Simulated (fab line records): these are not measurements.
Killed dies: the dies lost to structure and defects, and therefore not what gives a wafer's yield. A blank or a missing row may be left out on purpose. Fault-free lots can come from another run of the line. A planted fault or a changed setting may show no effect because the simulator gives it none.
Code-filled problem report in 8D (eight disciplines) form    flow nand_harc    the parts of the form that need people (team, actions taken, sign-off) are left out

1. WHAT WENT WRONG
killed_at_array at NHARC_END_SORT_01 reads a mean of 115 on 6 wafers of 2 lots; wafers without a fault read 28 with a standard deviation of 8.6. Relative to the usual mean, that is a shift of +10 standard deviations.
First seen on wafer L798.3, day 22 04:52, on prober-02. The record holds 6 wafers of 2 lots with a number at this step. By rule, "out" or "out of limits" means more than 4 standard deviations away from the usual mean. All remaining wafers that have a number are taken as sound.

2. WHAT IT IS, WHAT IT ISN'T
question                     is                            is not
which readings at this step  killed_at_array, killed_dies  killed_at_other, killed_at_periphery, killed_open, killed_short
which lots                   L796, L798                    -
which wafers of those lots   all that have a number        -
read on which gauges         prober-02                     -
when                         from day 22 04:52             up to then (0 sound wafers)

3. WHAT RULES OUT EACH SUSPECT
Counting: a tool stays on the suspect list if, at a process step up to the reading, it processed all lots that are out and no sound lot following the first of them.
- the gauge at NHARC_END_SORT_01: kept. All the wafers that are out were read on prober-02, and no step on other tools shows them out.
- rie_diel-08 at NHARC_A_STAIRCASE_ETCH_452 (etches the open film in CF4/O2, target depth 30 nm, overetch 3 nm, time 16.5 s): kept. It ran every lot that is out, first L798 (day 15 01:03), and no sound lot after that.
The count leaves prober-02 at NHARC_END_SORT_01 and rie_diel-08 at NHARC_A_STAIRCASE_ETCH_452.

4. THE CAUSE (what the simulator had put in)
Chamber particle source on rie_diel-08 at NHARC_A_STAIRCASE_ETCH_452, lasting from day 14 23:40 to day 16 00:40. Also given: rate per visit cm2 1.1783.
Counting leaves 2 suspects; this tool is one of them.

5. THE EFFECT CHAIN, in route order
Rows list readings where the struck wafers' mean (over those with a number) sits beyond 3 standard deviations from the usual. Readings are gone through only where the record gives a usual standard deviation; hours: the median, over the lots, of the time from a lot's start at the first step in this table giving one to that lot's start at this step; sigmas: the change measured in usual standard deviations.
hours  step               reading          usual  on struck wafers  change  sigmas
0      NHARC_END_SORT_01  killed_at_array  28     115               +87     +10
0      NHARC_END_SORT_01  killed_dies      32     117               +85     +9.8

6. WHAT WOULD HAVE CAUGHT IT SOONER
The first out-of-limits reading at a measuring or inspecting step in this record came at day 22 04:52, 173 hours after the fault's start at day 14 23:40.
Of the tool readings at NHARC_A_STAIRCASE_ETCH_452 for which the record gives a usual standard deviation, none was out on any struck wafer, so an alarm limit of 4 standard deviations on them would not have fired.
The start of NHARC_A_STAIRCASE_ETCH_452 on rie_diel-08 came by day 22 04:52 for every one of the lots that are out (2). Holding the tool at that point would not have protected any of them.
